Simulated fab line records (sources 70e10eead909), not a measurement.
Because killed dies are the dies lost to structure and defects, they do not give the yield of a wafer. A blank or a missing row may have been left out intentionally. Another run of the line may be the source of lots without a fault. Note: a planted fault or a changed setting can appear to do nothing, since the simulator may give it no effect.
Chamber matching ; flow nandHarc ; 4 sister chambers for NHARC_P_M2_CMP_23 on cmp-03
The step polishes, t overpolish 20 s, target thk 144.3 nm. 8 wafers are shown with their chamber, then 8 later ones without.

WAFERS PAIRED WITH THEIR CHAMBERS
wafer;chamber;motorCurrentA (A);timeToEndpointS (s)
L083.6;2;11.1;28
L087.1;1;10.8;25
L087.2;2;12.0;25
L087.3;3;11.4;25
L090.2;1;9.9;25
L090.4;0;12.1;29
L090.5;3;11.8;27
L091.2;0;12.0;31

WAFERS WITHOUT THEIR CHAMBER
wafer;motorCurrentA (A);timeToEndpointS (s)
L091.3;12.0;29
L091.4;11.9;29
L095.1;11.4;31
L095.2;11.1;29
L095.6;11.9;31
L096.1;11.6;28
L096.4;10.6;26
L096.6;11.9;28

WHICH CHAMBER EACH WENT THROUGH
wafer;from the rows above;in truth
L091.3;can't be placed: 0 or 2 or 3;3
L091.4;can't be placed: 0 or 2 or 3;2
L095.1;can't be placed: 0 or 2 or 3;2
L095.2;can't be placed: 2 or 0 or 3 or 1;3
L095.6;0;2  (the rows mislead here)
L096.1;can't be placed: 2 or 3 or 0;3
L096.4;can't be placed: 1 or 2 or 3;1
L096.6;can't be placed: 2 or 0 or 3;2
Correctly placed: 0 of 8. Unplaceable from these rows: 7, with the true chamber sitting among the candidates in 7. 1 placed wrongly.
How it was worked out, from the rows above alone: a wafer's distance from a chamber is the root of the sum, over the readings, of the square of ((its reading less the chamber's mean) divided by the reading's scatter). The wafer belongs to the nearest chamber; if the next one is less than 2 further off, it can't be placed. A chamber's mean is the mean of its shown wafers. The scatter: the root of (the sum of the squares of (reading less its chamber's mean) over the shown wafers, divided by (wafers less chambers)).
